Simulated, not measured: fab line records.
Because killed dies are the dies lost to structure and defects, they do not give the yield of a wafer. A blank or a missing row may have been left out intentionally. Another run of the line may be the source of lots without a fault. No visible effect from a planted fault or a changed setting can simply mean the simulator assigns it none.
Which tool is to blame?    flow n5Finfet    15 lots, 41 wafers sampled, at 6 steps of a route of 1938

WHAT THE GAUGES READ, wafer by wafer
N5_BEOL_M4_THK_MEAS_01.
lot   measured      on            M4_ILD_THK (nm)
L889  day 7 09:44   filmMetro-02  78.6 80.1 79.8
L890  day 7 10:13   filmMetro-01  80.8 80.7 81.8
L891  day 8 00:26   filmMetro-02  80.0 79.9 81.3
L892  day 8 01:32   filmMetro-01  78.8 80.3
L893  day 8 17:04   filmMetro-01  79.1 80.0 80.8
L895  day 8 18:28   filmMetro-02  78.4 78.8 80.4
L894  day 8 21:43   filmMetro-01  80.3 78.0 80.5
L896  day 9 06:13   filmMetro-02  78.5 81.6 80.6
L897  day 9 07:24   filmMetro-01  79.1 79.2 78.7
L902  day 10 17:18  filmMetro-02  79.9 54.5
L903  day 10 22:54  filmMetro-02  56.1 56.3
L906  day 11 20:50  filmMetro-01  54.6 78.5
L910  day 12 14:47  filmMetro-02  78.3 78.7 79.3
L911  day 12 21:57  filmMetro-01  78.6 78.6 79.8
L912  day 12 22:29  filmMetro-01  79.2 79.3 79.3

N5_BEOL_M4_RC_MEAS_101.
lot   measured      on         DIBL_N (mV/V)   DIBL_P (mV/V)   IOFF_N (nA/um)     IOFF_P (nA/um)  ION_N (uA/um)  ION_P (uA/um)  SS_N (mV/dec)   SS_P (mV/dec)   VT_N (mV)    VT_P (mV)
L889  day 7 21:37   prober-02  35.4 34.5 34.0  33.8 34.4 34.4  0.133 0.124 0.116  0.15 0.15 0.16  662 656 655    445 451 453    70.8 70.5 69.8  72.5 72.7 72.6  251 254 254  -258 -256 -257
L890  day 7 22:20   prober-01  36.1 36.0 34.9  35.7 36.3 33.9  0.154 0.150 0.130  0.20 0.22 0.18  668 666 672    459 460 459    71.1 71.1 70.7  73.1 73.1 73.0  253 252 253  -249 -248 -252
L891  day 8 12:00   prober-01  34.8 35.9 33.8  36.8 38.6 35.6  0.153 0.169 0.124  0.19 0.20 0.17  687 676 654    462 455 454    71.7 72.1 71.4  73.5 73.4 72.9  252 252 260  -255 -253 -256
L892  day 8 14:39   prober-02  35.5 34.7       36.8 35.0       0.138 0.136        0.18 0.16       668 668        454 452        71.2 71.5       73.5 72.3       251 253      -256 -256
L893  day 9 00:58   prober-02  34.9 32.3 33.7  35.5 33.0 34.1  0.133 0.114 0.122  0.19 0.16 0.18  665 669 667    451 456 464    71.9 70.5 70.7  72.9 73.0 72.4  252 254 252  -251 -253 -254
L895  day 9 04:26   prober-02  36.4 35.6 36.7  36.1 37.0 38.0  0.144 0.144 0.158  0.17 0.18 0.20  659 665 668    444 452 459    72.3 71.3 71.3  72.7 72.4 73.1  252 250 251  -258 -254 -252
L894  day 9 07:43   prober-02  35.4 34.4 36.6  33.4 31.4 34.7  0.133 0.114 0.152  0.18 0.15 0.19  668 664 677    459 456 459    70.8 71.0 71.3  72.8 72.5 73.8  251 254 250  -251 -254 -251
L896  day 9 13:25   prober-02  38.3 35.9 35.0  37.6 34.8 33.7  0.182 0.149 0.126  0.26 0.22 0.19  680 675 663    468 471 461    72.3 71.2 70.9  73.0 72.7 72.9  247 250 252  -248 -245 -251
L897  day 9 17:02   prober-01  36.0 36.4 36.3  38.9 37.9 38.7  0.162 0.158 0.175  0.24 0.22 0.24  676 681 704    477 468 480    70.3 71.3 71.8  73.6 73.6 73.8  250 248 248  -247 -248 -245
L902  day 11 07:04  prober-01  35.1            33.3            0.135              0.19            662            461            71.3            73.0            253          -251
L906  day 12 10:34  prober-02  36.7            35.5            0.150              0.19            661            458            72.4            73.3            253          -254
L910  day 13 00:59  prober-02  36.6 35.3 35.5  35.6 35.2 34.1  0.183 0.175 0.161  0.23 0.23 0.20  677 686 670    466 469 457    72.1 71.3 72.1  73.3 73.8 73.5  245 245 248  -249 -248 -251
L911  day 13 12:37  prober-02  36.8 38.7 39.1  35.2 38.1 38.4  0.157 0.199 0.213  0.21 0.26 0.27  681 683 697    468 467 475    70.7 71.9 72.5  73.0 73.8 74.2  253 245 244  -250 -244 -248
L912  day 13 15:45  prober-02  34.6 34.9 35.7  34.7 33.6 34.8  0.133 0.135 0.154  0.19 0.16 0.19  665 679 681    458 461 459    71.8 71.3 71.5  72.8 72.4 73.6  251 252 250  -251 -253 -249

WHICH TOOL RAN EACH LOT (tool, then ch and the chambers of the sampled wafers, then the start)
lot   N5_BEOL_M3_ANNEAL_87         N5_BEOL_M3_ANNEAL_93         N5_BEOL_M3_DEP_57               N5_BEOL_M4_ILD_DEP_00
L889  pvdSputter-01, day 7 07:31   pvdSputter-01, day 7 08:11   pecvd-04 ch 0,1,2, day 7 09:32  pecvd-03 ch 1,2, day 7 09:40
L890  pvdSputter-03, day 7 07:59   pvdSputter-03, day 7 08:38   pecvd-02 ch 0,1,2, day 7 09:59  pecvd-04 ch 1,2, day 7 10:08
L891  pvdSputter-02, day 7 22:14   pvdSputter-02, day 7 22:54   pecvd-04 ch 1,2, day 8 00:15    pecvd-01 ch 1,2, day 8 00:23
L892  pvdSputter-01, day 7 23:16   pvdSputter-01, day 7 23:55   pecvd-02 ch 1,2, day 8 01:20    pecvd-03 ch 2, day 8 01:28
L893  pvdSputter-01, day 8 14:17   pvdSputter-01, day 8 14:57   pecvd-04 ch 0,1,2, day 8 16:52  pecvd-04 ch 1,2, day 8 16:59
L895  pvdSputter-03, day 8 16:05   pvdSputter-03, day 8 16:45   pecvd-01 ch 1,2, day 8 18:16    pecvd-01 ch 0,2, day 8 18:24
L894  pvdSputter-01, day 8 18:57   pvdSputter-01, day 8 19:37   pecvd-01 ch 0,2, day 8 21:31    pecvd-04 ch 0,1, day 8 21:38
L896  pvdSputter-03, day 9 03:47   pvdSputter-03, day 9 04:27   pecvd-04 ch 0,1,2, day 9 06:01  pecvd-04 ch 0,1,2, day 9 06:08
L897  pvdSputter-02, day 9 05:10   pvdSputter-02, day 9 05:50   pecvd-04 ch 0,1,2, day 9 07:12  pecvd-03 ch 0,1,2, day 9 07:20
L902  pvdSputter-01, day 10 15:05  pvdSputter-01, day 10 15:44  pecvd-02 ch 0,1, day 10 17:06   pecvd-03 ch 0,1, day 10 17:14
L903  pvdSputter-01, day 10 20:08  pvdSputter-01, day 10 20:48  pecvd-01 ch 1, day 10 22:41     pecvd-03 ch 0, day 10 22:50
L906  pvdSputter-03, day 11 18:37  pvdSputter-03, day 11 19:17  pecvd-01 ch 0,1, day 11 20:38   pecvd-03 ch 0,2, day 11 20:46
L910  pvdSputter-02, day 12 12:32  pvdSputter-02, day 12 13:11  pecvd-02 ch 0,2, day 12 14:34   pecvd-04 ch 2, day 12 14:41
L911  pvdSputter-01, day 12 19:45  pvdSputter-01, day 12 20:25  pecvd-04 ch 1,2, day 12 21:45   pecvd-04 ch 0,1, day 12 21:53
L912  pvdSputter-03, day 12 20:17  pvdSputter-03, day 12 20:57  pecvd-02 ch 1,2, day 12 22:17   pecvd-04 ch 1,2, day 12 22:25
- N5_BEOL_M3_ANNEAL_87: time 240 s.
- N5_BEOL_M3_ANNEAL_93: time 240 s.
- N5_BEOL_M3_DEP_57: deposits SiCN from 3MS/NH3, target thk 8 nm, time 14 s.
- N5_BEOL_M4_ILD_DEP_00: deposits SiOC from DEMS/O2, target thk 79 nm, time 15.3 s.

AS READ BY THE TOOLS THEMSELVES (means over the sampled wafers that have a number; for cases with no such wafer, the mark the record gives instead)
N5_BEOL_M3_ANNEAL_87.
lot   tool           heaterPowerW (W)
L889  pvdSputter-01  800
L890  pvdSputter-03  756
L891  pvdSputter-02  778
L892  pvdSputter-01  810
L893  pvdSputter-01  813
L895  pvdSputter-03  820
L894  pvdSputter-01  786
L896  pvdSputter-03  749
L897  pvdSputter-02  754
L902  pvdSputter-01  752
L903  pvdSputter-01  790
L906  pvdSputter-03  819
L910  pvdSputter-02  767
L911  pvdSputter-01  782
L912  pvdSputter-03  828

N5_BEOL_M3_ANNEAL_93.
lot   tool           heaterPowerW (W)
L889  pvdSputter-01  802
L890  pvdSputter-03  743
L891  pvdSputter-02  782
L892  pvdSputter-01  824
L893  pvdSputter-01  802
L895  pvdSputter-03  811
L894  pvdSputter-01  784
L896  pvdSputter-03  757
L897  pvdSputter-02  749
L902  pvdSputter-01  753
L903  pvdSputter-01  784
L906  pvdSputter-03  818
L910  pvdSputter-02  771
L911  pvdSputter-01  779
L912  pvdSputter-03  826

N5_BEOL_M3_DEP_57.
lot   tool      showerheadPlenumPTorr (Torr)  throttleValvePct (%)
L889  pecvd-04  3.655                         9.1
L890  pecvd-02  3.657                         9.0
L891  pecvd-04  3.658                         9.1
L892  pecvd-02  3.664                         8.8
L893  pecvd-04  3.659                         9.2
L895  pecvd-01  3.666                         9.8
L894  pecvd-01  3.663                         8.3
L896  pecvd-04  3.655                         9.2
L897  pecvd-04  3.659                         9.1
L902  pecvd-02  3.662                         9.2
L903  pecvd-01  3.658                         10.1
L906  pecvd-01  3.652                         9.3
L910  pecvd-02  3.660                         8.8
L911  pecvd-04  3.661                         9.2
L912  pecvd-02  3.657                         8.7

N5_BEOL_M4_ILD_DEP_00.
lot   tool      heaterPowerW (W)  showerheadPlenumPTorr (Torr)  throttleValvePct (%)
L889  pecvd-03  443               5.694                         11.6
L890  pecvd-04  638               5.700                         11.7
L891  pecvd-01  509               5.692                         12.1
L892  pecvd-03  366               5.693                         12.1
L893  pecvd-04  588               5.688                         11.8
L895  pecvd-01  540               5.691                         11.0
L894  pecvd-04  584               5.686                         12.5
L896  pecvd-04  579               5.678                         12.1
L897  pecvd-03  493               5.691                         11.6
L902  pecvd-03  528               5.688                         11.5
L903  pecvd-03  530               5.693                         11.6
L906  pecvd-03  418               5.684                         11.9
L910  pecvd-04  575               5.695                         11.5
L911  pecvd-04  559               5.675                         12.5
L912  pecvd-04  599               5.687                         12.2

THE ANSWER, worked out from the rows above alone
Rule: the lots themselves supply what counts as usual. The widest of any qualifying gaps counts: lots, ordered by their means at a reading, are off when they make up no more than a third of the lots, leave a main group of 4 or more, and stand apart from it by 3 or more times the standard deviation of that group's means. A main group whose means are all the same, to the digits that the tables above print for the reading, isn't used. Also off: a lot with no number at a reading for which 4 or more lots have one. Any other lot the step has rows for is counted as sound. The gauges are gone through in route order, then the tools' own readings, and for those a lot's mean is taken as printed above. The first step at which some lot is off is used, and at that step the reading that is off furthest; a lot without a number counts as furthest.
Off: at N5_BEOL_M4_THK_MEAS_01 (M4_ILD_THK), L902, L903, L906. Main group: mean 79.6 nm, sd 0.65.
If a tool, at a process step before that reading, ran all the lots that are off and no sound lot after the first of them, it fits. Gauges at N5_BEOL_M4_THK_MEAS_01: tried the same way as those tools. One fits: N5_BEOL_M4_ILD_DEP_00 on pecvd-03. Its last sound lot is L897 (day 9 07:20), its first lot that is off L902 (day 10 17:14): a fault that began between those two fits.

WHAT HAD BEEN PUT IN BY THE SIMULATOR
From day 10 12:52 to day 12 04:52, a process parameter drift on pecvd-03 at N5_BEOL_M4_ILD_DEP_00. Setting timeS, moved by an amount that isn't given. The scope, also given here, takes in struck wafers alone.
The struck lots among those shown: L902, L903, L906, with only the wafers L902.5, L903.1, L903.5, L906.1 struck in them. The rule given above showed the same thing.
